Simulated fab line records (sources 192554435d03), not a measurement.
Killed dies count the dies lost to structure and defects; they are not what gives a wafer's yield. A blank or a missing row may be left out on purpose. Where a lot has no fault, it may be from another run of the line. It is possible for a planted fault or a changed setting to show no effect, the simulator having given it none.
Split-lot trial || flow n5 finfet || 21 wafers read across 7 lots, on a route 1938 steps long

THE SPLIT
At N5_BEOL_M5_HM_DEP_02 (deposits TiN, target thk 20 nm), the setting target thk a was moved away from the recipe's 200 angstrom on 6 of the 21 wafers read, by -7.0% to +10.7%. This setting was run at the recipe's value on the other wafers.

FROM THE SPLIT TO THE READING: what the file shows between them, 19 steps
- N5_BEOL_M5_EXPOSE_08: exposes mask M5, target cd 28 nm (also split here: dose mj)
- N5_BEOL_M5_PEB_09: peb time 60 s
- N5_BEOL_M5_DEVELOP_10: develop time 30 s
- N5_BEOL_M5_CD_MEAS_11: target cd 27.74 nm
- N5_BEOL_M5_DESCUM_16: chemistry O2, time 7 s
- N5_BEOL_M5_ETCH_72: etches underlayer in N2/H2, target depth 6.5 nm, time 5.2 s
- N5_BEOL_M5_ETCH_61: etches SiARC in CF4, target depth 15.6 nm, time 26 s
- N5_BEOL_M5_ETCH_62: etches SOC in N2/H2, target depth 75 nm, overetch 15 nm, time 112.5 s
- N5_BEOL_M5_STRIP_63: strips in N2/H2
- N5_BEOL_M5_STRIP_73: strips in N2/H2
- N5_BEOL_M5_STRIP_64: strips in CF4
- N5_BEOL_M5_HM_OPEN_17: chemistry Cl2/BCl3, target TiN, target depth 20 nm, overetch 6 nm
- N5_BEOL_M5_STRIP_19: strips in O2
- N5_BEOL_M5_DESCUM_33: chemistry O2, time 7 s
- N5_BEOL_M5_ETCH_75: etches underlayer in N2/H2, target depth 6.5 nm, time 5.2 s
- N5_BEOL_M5_ETCH_67: etches SiARC in CF4, target depth 15.6 nm, time 26 s
- N5_BEOL_M5_ETCH_68: etches SOC in N2/H2, target depth 80 nm, overetch 16 nm, time 120 s
- N5_BEOL_M5_STRIP_85: strips in C4F6/O2
- N5_BEOL_M5_STRIP_36: strips in N2/H2

THE READING
TiN_of_BEOL_M5_HM_DEP_02.thk nm (the simulator's own value, which no gauge read), in nm, at N5_BEOL_M5_TRENCH_ETCH_37 (etches SiCOH lowk in C4F6/O2, target depth 71.652 nm, time 24.7 s). No usual value for it is given in the file. The 15 wafers here that ran the recipe average 17.9 nm, standard deviation 0.28 nm.

{"wafer": "L074.2", "tool, chamber at the split": "pvd sputter-01, -", "target thk a as run, angstrom": 192.3, "against the recipe": "-3.8%", "TiN_of_BEOL_M5_HM_DEP_02.thk nm, nm": 17.2, "against lot-mates on the recipe": -1.0}
{"wafer": "L074.4", "tool, chamber at the split": "pvd sputter-01, -", "target thk a as run, angstrom": 200, "against the recipe": "recipe", "TiN_of_BEOL_M5_HM_DEP_02.thk nm, nm": 18.2, "against lot-mates on the recipe": "-"}
{"wafer": "L074.6", "tool, chamber at the split": "pvd sputter-01, -", "target thk a as run, angstrom": 200, "against the recipe": "recipe", "TiN_of_BEOL_M5_HM_DEP_02.thk nm, nm": 18.2, "against lot-mates on the recipe": "-"}
{"wafer": "L075.2", "tool, chamber at the split": "pvd sputter-01, -", "target thk a as run, angstrom": 200, "against the recipe": "recipe", "TiN_of_BEOL_M5_HM_DEP_02.thk nm, nm": 17.8, "against lot-mates on the recipe": "-"}
{"wafer": "L075.4", "tool, chamber at the split": "pvd sputter-01, -", "target thk a as run, angstrom": 200, "against the recipe": "recipe", "TiN_of_BEOL_M5_HM_DEP_02.thk nm, nm": 17.8, "against lot-mates on the recipe": "-"}
{"wafer": "L075.6", "tool, chamber at the split": "pvd sputter-01, -", "target thk a as run, angstrom": 200, "against the recipe": "recipe", "TiN_of_BEOL_M5_HM_DEP_02.thk nm, nm": 17.6, "against lot-mates on the recipe": "-"}
{"wafer": "L082.3", "tool, chamber at the split": "pvd sputter-01, -", "target thk a as run, angstrom": 200, "against the recipe": "recipe", "TiN_of_BEOL_M5_HM_DEP_02.thk nm, nm": 17.8, "against lot-mates on the recipe": "-"}
{"wafer": "L082.4", "tool, chamber at the split": "pvd sputter-01, -", "target thk a as run, angstrom": 200, "against the recipe": "recipe", "TiN_of_BEOL_M5_HM_DEP_02.thk nm, nm": 17.8, "against lot-mates on the recipe": "-"}
{"wafer": "L082.6", "tool, chamber at the split": "pvd sputter-01, -", "target thk a as run, angstrom": 200, "against the recipe": "recipe", "TiN_of_BEOL_M5_HM_DEP_02.thk nm, nm": 17.8, "against lot-mates on the recipe": "-"}
{"wafer": "L084.3", "tool, chamber at the split": "pvd sputter-02, -", "target thk a as run, angstrom": 186, "against the recipe": "-7.0%", "TiN_of_BEOL_M5_HM_DEP_02.thk nm, nm": 16.2, "against lot-mates on the recipe": -1.6}
{"wafer": "L084.4", "tool, chamber at the split": "pvd sputter-02, -", "target thk a as run, angstrom": 200, "against the recipe": "recipe", "TiN_of_BEOL_M5_HM_DEP_02.thk nm, nm": 17.8, "against lot-mates on the recipe": "-"}
{"wafer": "L084.6", "tool, chamber at the split": "pvd sputter-02, -", "target thk a as run, angstrom": 186, "against the recipe": "-7.0%", "TiN_of_BEOL_M5_HM_DEP_02.thk nm, nm": 16.8, "against lot-mates on the recipe": -1.0}
{"wafer": "L086.1", "tool, chamber at the split": "pvd sputter-02, -", "target thk a as run, angstrom": 200, "against the recipe": "recipe", "TiN_of_BEOL_M5_HM_DEP_02.thk nm, nm": 18, "against lot-mates on the recipe": "-"}
{"wafer": "L086.2", "tool, chamber at the split": "pvd sputter-02, -", "target thk a as run, angstrom": 200, "against the recipe": "recipe", "TiN_of_BEOL_M5_HM_DEP_02.thk nm, nm": 18.4, "against lot-mates on the recipe": "-"}
{"wafer": "L086.6", "tool, chamber at the split": "pvd sputter-02, -", "target thk a as run, angstrom": 200, "against the recipe": "recipe", "TiN_of_BEOL_M5_HM_DEP_02.thk nm, nm": 18.4, "against lot-mates on the recipe": "-"}
{"wafer": "L095.1", "tool, chamber at the split": "pvd sputter-03, -", "target thk a as run, angstrom": 200, "against the recipe": "recipe", "TiN_of_BEOL_M5_HM_DEP_02.thk nm, nm": 18.2, "against lot-mates on the recipe": "-"}
{"wafer": "L095.4", "tool, chamber at the split": "pvd sputter-03, -", "target thk a as run, angstrom": 221.4, "against the recipe": "+10.7%", "TiN_of_BEOL_M5_HM_DEP_02.thk nm, nm": 20, "against lot-mates on the recipe": "+1.8"}
{"wafer": "L095.6", "tool, chamber at the split": "pvd sputter-03, -", "target thk a as run, angstrom": 221.4, "against the recipe": "+10.7%", "TiN_of_BEOL_M5_HM_DEP_02.thk nm, nm": 20.6, "against lot-mates on the recipe": "+2.4"}
{"wafer": "L093.1", "tool, chamber at the split": "pvd sputter-02, -", "target thk a as run, angstrom": 200, "against the recipe": "recipe", "TiN_of_BEOL_M5_HM_DEP_02.thk nm, nm": 17.8, "against lot-mates on the recipe": "-"}
{"wafer": "L093.2", "tool, chamber at the split": "pvd sputter-02, -", "target thk a as run, angstrom": 192.7, "against the recipe": "-3.7%", "TiN_of_BEOL_M5_HM_DEP_02.thk nm, nm": 17, "against lot-mates on the recipe": -0.6}
{"wafer": "L093.4", "tool, chamber at the split": "pvd sputter-02, -", "target thk a as run, angstrom": 200, "against the recipe": "recipe", "TiN_of_BEOL_M5_HM_DEP_02.thk nm, nm": 17.4, "against lot-mates on the recipe": "-"}

FIT RESULTS
A straight line over all 21 wafers: TiN_of_BEOL_M5_HM_DEP_02.thk nm changes by +0.217 nm for each +1% of target thk a; r = +0.96; the points scatter about the line by 0.29 nm.
The same after taking each lot's own level away (the mean of its wafers on the recipe; 21 wafers): +0.195 nm for each +1%; r = +0.98; scatter 0.19 nm.
On that fit, the largest move of target thk a shifts the reading by 2.1 nm.
Across the lots, their own levels run from 17.60 to 18.27 nm, a range of 2.4 times the standard deviation given above.
So the slope is not independent of the lot-to-lot level: the two fits are not the same.
Check: +2.25 nm against its lot-mates is what the line predicts for one of the wafers moved furthest among these (+10.7%) when that wafer is left out of the fit. Against them it came out at +1.8 nm.

OTHER SPLITS APPLIED TO THESE WAFERS
Other splits were also applied to these wafers ahead of the reading. Each is held against what the fit with the lots' levels taken away leaves over:
{"other split on the same wafers": "N5_BEOL_M3_EXPOSE_08 dose mj", "wafers away from the commonest value": 3, "r with TiN_of_BEOL_M5_HM_DEP_02.thk nm (lot level and that fit taken away)": "+0.08"}
{"other split on the same wafers": "N5_BEOL_M5_EXPOSE_08 dose mj", "wafers away from the commonest value": 5, "r with TiN_of_BEOL_M5_HM_DEP_02.thk nm (lot level and that fit taken away)": "+0.07"}

THE WHOLE CHAIN: every reading that the file lists as answering this split, in the file's order
{"step": "N5_BEOL_M5_HM_DEP_02", "what it does": "deposits TiN, target thk 20 nm", "reading": "TiN_of_BEOL_M5_HM_DEP_02.thk nm (the simulator's own value, which no gauge read)", "change (the file's fit)": "+0.192 nm for each +1% of the setting", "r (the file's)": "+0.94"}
{"step": "N5_BEOL_M5_HM_OPEN_17", "what it does": "chemistry Cl2/BCl3, target TiN, target depth 20 nm, overetch 6 nm", "reading": "etch.depth nm (the simulator's own value, which no gauge read)", "change (the file's fit)": "+0.19 nm for each +1% of the setting", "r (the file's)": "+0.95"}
{"step": "N5_BEOL_M5_TRENCH_ETCH_37", "what it does": "etches SiCOH lowk in C4F6/O2, target depth 71.652 nm, time 24.7 s", "reading": "TiN_of_BEOL_M5_HM_DEP_02.thk nm (the simulator's own value, which no gauge read)", "change (the file's fit)": "+0.196 nm for each +1% of the setting", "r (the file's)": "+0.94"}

THE FILE'S OWN FIT
TiN_of_BEOL_M5_HM_DEP_02.thk nm changes by +0.196 nm for each +1% of target thk a, r = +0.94.
